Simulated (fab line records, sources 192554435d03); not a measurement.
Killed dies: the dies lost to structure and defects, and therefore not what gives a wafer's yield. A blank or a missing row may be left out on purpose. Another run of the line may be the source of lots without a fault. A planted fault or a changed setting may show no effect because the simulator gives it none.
Matching of chambers / flow n5Finfet / N5_MOL_CONTACT_COAG_ETCH_47 on rieDiel-04: 3 sister chambers
The step etches SiNx in CH3F/O2, stops on W, target depth 27 nm. 16 wafers are shown with their chamber, then 7 later ones without.

== WAFERS WITH THEIR CHAMBER ==
wafer=L075.2; chamber=1; drypumpMotorCurrentA (A)=6.7; showerheadPlenumPTorr (Torr)=2.09; rfVppV (V)=302.5
wafer=L075.3; chamber=3; drypumpMotorCurrentA (A)=5.4; showerheadPlenumPTorr (Torr)=2.13; rfVppV (V)=299.2
wafer=L075.5; chamber=0; drypumpMotorCurrentA (A)=5.8; showerheadPlenumPTorr (Torr)=1.97; rfVppV (V)=293.8
wafer=L076.2; chamber=0; drypumpMotorCurrentA (A)=5.8; showerheadPlenumPTorr (Torr)=1.97; rfVppV (V)=295.5
wafer=L076.4; chamber=3; drypumpMotorCurrentA (A)=5.4; showerheadPlenumPTorr (Torr)=2.13; rfVppV (V)=299.2
wafer=L076.5; chamber=3; drypumpMotorCurrentA (A)=5.4; showerheadPlenumPTorr (Torr)=2.13; rfVppV (V)=299.4
wafer=L082.1; chamber=3; drypumpMotorCurrentA (A)=5.4; showerheadPlenumPTorr (Torr)=2.12; rfVppV (V)=298.2
wafer=L082.4; chamber=3; drypumpMotorCurrentA (A)=5.4; showerheadPlenumPTorr (Torr)=2.12; rfVppV (V)=298.3
wafer=L082.5; chamber=1; drypumpMotorCurrentA (A)=6.6; showerheadPlenumPTorr (Torr)=2.08; rfVppV (V)=301.6
wafer=L084.1; chamber=1; drypumpMotorCurrentA (A)=6.6; showerheadPlenumPTorr (Torr)=2.08; rfVppV (V)=302.2
wafer=L084.2; chamber=0; drypumpMotorCurrentA (A)=5.8; showerheadPlenumPTorr (Torr)=1.96; rfVppV (V)=293.7
wafer=L084.6; chamber=3; drypumpMotorCurrentA (A)=5.4; showerheadPlenumPTorr (Torr)=2.12; rfVppV (V)=298.2
wafer=L088.1; chamber=1; drypumpMotorCurrentA (A)=6.6; showerheadPlenumPTorr (Torr)=2.08; rfVppV (V)=303.2
wafer=L088.2; chamber=0; drypumpMotorCurrentA (A)=5.8; showerheadPlenumPTorr (Torr)=1.96; rfVppV (V)=294.9
wafer=L088.6; chamber=1; drypumpMotorCurrentA (A)=6.6; showerheadPlenumPTorr (Torr)=2.08; rfVppV (V)=303.1
wafer=L092.2; chamber=3; drypumpMotorCurrentA (A)=5.4; showerheadPlenumPTorr (Torr)=2.11; rfVppV (V)=298.9

SIGNATURES (means of the wafers above)
reading=drypumpMotorCurrentA; chamber 0=5.800; chamber 1=6.620; chamber 3=5.400; scatter within a chamber=0.0248
reading=showerheadPlenumPTorr; chamber 0=1.9650; chamber 1=2.0820; chamber 3=2.1229; scatter within a chamber=0.00634
reading=rfVppV; chamber 0=294.475; chamber 1=302.520; chamber 3=298.771; scatter within a chamber=0.662
Rule: a wafer lies at a distance from a chamber equal to the root of the sum of squares, over the readings, of (its reading less the chamber's mean, divided by the reading's scatter). If the next closest chamber is less than 2 further off than the closest, the wafer can't be placed; otherwise it belongs to the closest. The scatter is the square root of a quotient: the sum, over the shown wafers, of each reading's squared deviation from its chamber's mean, divided by wafers minus chambers.

== WAFERS WHOSE CHAMBER IS MISSING ==
wafer=L092.4; drypumpMotorCurrentA (A)=6.6; showerheadPlenumPTorr (Torr)=2.07; rfVppV (V)=302.0
wafer=L092.6; drypumpMotorCurrentA (A)=6.6; showerheadPlenumPTorr (Torr)=2.07; rfVppV (V)=302.3
wafer=L094.4; drypumpMotorCurrentA (A)=5.8; showerheadPlenumPTorr (Torr)=1.96; rfVppV (V)=294.7
wafer=L094.5; drypumpMotorCurrentA (A)=5.8; showerheadPlenumPTorr (Torr)=1.96; rfVppV (V)=294.9
wafer=L094.6; drypumpMotorCurrentA (A)=6.6; showerheadPlenumPTorr (Torr)=2.07; rfVppV (V)=301.9
wafer=L096.1; drypumpMotorCurrentA (A)=6.6; showerheadPlenumPTorr (Torr)=2.07; rfVppV (V)=301.3
wafer=L096.2; drypumpMotorCurrentA (A)=5.4; showerheadPlenumPTorr (Torr)=2.11; rfVppV (V)=299.3

== WHICH CHAMBER EACH WENT THROUGH ==
wafer=L092.4; from the rows above=1; in truth=1
wafer=L092.6; from the rows above=1; in truth=1
wafer=L094.4; from the rows above=0; in truth=0
wafer=L094.5; from the rows above=0; in truth=0
wafer=L094.6; from the rows above=1; in truth=1
wafer=L096.1; from the rows above=1; in truth=1
wafer=L096.2; from the rows above=3; in truth=3
Correct placement for 7 of the 7. Left unplaced by these rows: 0. Placed wrongly: 0.
